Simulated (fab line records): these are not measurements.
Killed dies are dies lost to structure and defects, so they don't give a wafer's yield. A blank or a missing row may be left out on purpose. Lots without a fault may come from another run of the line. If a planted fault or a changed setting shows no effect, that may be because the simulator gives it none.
Struck lot and sound lot, side by side + flow nand-harc + 15 out of 1302 route steps
Sound: these wafers, L934.2, L934.3, L934.5. The struck wafers were L937.3, L937.4, L937.5. The cause is named last.
Each step with rows lists, per side, the tool, then ch with its chambers, then its first start. Under that, the readings that differ: sound wafers + struck wafers + difference of the means + sigmas: that difference in standard deviations of wafers without a fault.
alike: a reading whose means differ by less than 2 such deviations, as well as words and numbers matching on both sides. not compared: withheld readings; readings where some wafer has no value; bounds like >300 that might hide an equal value; numbers whose values overlap and for which the record gives no deviation.
A row with sigmas, a row that says differs or no value, or rows on one side alone: a step with any of these is where the two part. When numbers do not overlap yet have no deviation, they are printed without sigmas and do not part them. A reading that every wafer of one side lacks parts them only if that side has two wafers or more.

first, 5 steps without rows for these wafers: NHARC_P_BONDPAD_SOFTBAKE_04 (time 70 s); NHARC_P_BONDPAD_EBR_05; NHARC_P_BONDPAD_EXPOSE_06 (exposes mask P BPAD); NHARC_P_BONDPAD_PEB_07 (peb time 80 s); NHARC_P_BONDPAD_DEVELOP_08 (time 50 s).
NHARC_P_BONDPAD_CD_MEAS_09: the cd target is 500 nm.
  sound on cd-sem-03 ch 0, day 9 21:59; struck on cd-sem-01 ch 0, day 11 00:20
  alike: cd-nm
NHARC_P_BONDPAD_OVL_MEAS_38:
  sound on overlay-02 at day 9 22:04; struck on overlay-02 at day 11 00:25
| reading           | sound | struck   | difference | sigmas |
|-------------------|-------|----------|------------|--------|
| overlay-y-nm (nm) | 4 4 4 | 18 18 18 | +14        | +2     |
  alike: overlay-x-nm
then, 1 step without rows for these wafers: NHARC_P_BONDPAD_HARDBAKE_10 (time 65 s).
NHARC_P_BONDPAD_DESCUM_11: chemistry O2, time 3 s.
  sound on rie-diel-12 ch 0,1,2, day 9 22:13; struck on rie-diel-05 ch 0,1,2, day 11 00:33
  alike: drypump-motor-current-A, oes-product-au, rf-vpp-V, showerhead-plenum-p-Torr, throttle-valve-pct
  not compared: rf-hours-counter-h
NHARC_P_BONDPAD_ETCH_37: etches the open film in N2/H2, target depth 60 nm, overetch 18 nm, time 65.91 s.
  sound on rie-diel-12 ch 1,3, day 9 22:17; struck on rie-diel-05 ch 1,2,3, day 11 00:38
  alike: drypump-motor-current-A, oes-product-au, rf-vpp-V, showerhead-plenum-p-Torr, throttle-valve-pct
  not compared: rf-hours-counter-h
NHARC_P_BONDPAD_ETCH_12: etches the open film in CHF3/O2, target depth 200 nm, time 100 s.
  sound: rie-diel-12 ch 0,1,2; struck: rie-diel-05 ch 0,1
  alike: drypump-motor-current-A, oes-product-au, rf-vpp-V, showerhead-plenum-p-Torr, throttle-valve-pct
  not compared: rf-hours-counter-h
NHARC_P_BONDPAD_CD_MEAS_13:
  sound on cd-sem-03 at day 9 22:31; struck on cd-sem-03 at day 11 00:52
  alike: cd-nm
NHARC_P_BONDPAD_STRIP_15: strips in O2.
  sound on rie-diel-12 ch 0,1,2, day 9 22:37; struck on rie-diel-12 ch 0,1,3, day 11 00:57
  no value came back on the struck wafers for any of 7 readings (bias-w (W), chamber-pressure-mTorr (mTorr) and others); on the sound wafers bias-w (W) reads 0 0 0
  not compared: rf-hours-counter-h
NHARC_P_BONDPAD_ETCH_24: etches the open film in CF4/N2, target depth 30 nm, time 72.99 s.
  sound on rie-diel-12 ch 0,1; struck on rie-diel-12 ch 0,1, day 11 01:05
  alike: drypump-motor-current-A, oes-product-au, rf-vpp-V, showerhead-plenum-p-Torr, throttle-valve-pct
  not compared: rf-hours-counter-h
-- record jumps: 18 days between struck wafers' starts before vs after; left off in module P_BONDPAD, resumes in module END, first step shown is number 1302 of the route --
NHARC_END_SORT_01:
  sound on prober-02 ch 0, day 28 07:30; struck on prober-02 ch 0, day 28 23:48
| reading             | sound | struck | difference | sigmas |
|---------------------|-------|--------|------------|--------|
| killed-at-periphery | 2 3 1 | 5 14 7 | +7         | +2     |
  alike: defect-limited-yield, killed-at-array, killed-at-other, killed-dies, killed-open, killed-short, sort_bin_2_pct, sort_bin_3_pct, sort_bin_4_pct, sort-n-pass, sort-rim-yield-pct, sort-yield-pct

## WHERE THEY PART
At NHARC_P_BONDPAD_OVL_MEAS_38 first; at NHARC_END_SORT_01 last (within this record only).

WHY: what the simulator had put in
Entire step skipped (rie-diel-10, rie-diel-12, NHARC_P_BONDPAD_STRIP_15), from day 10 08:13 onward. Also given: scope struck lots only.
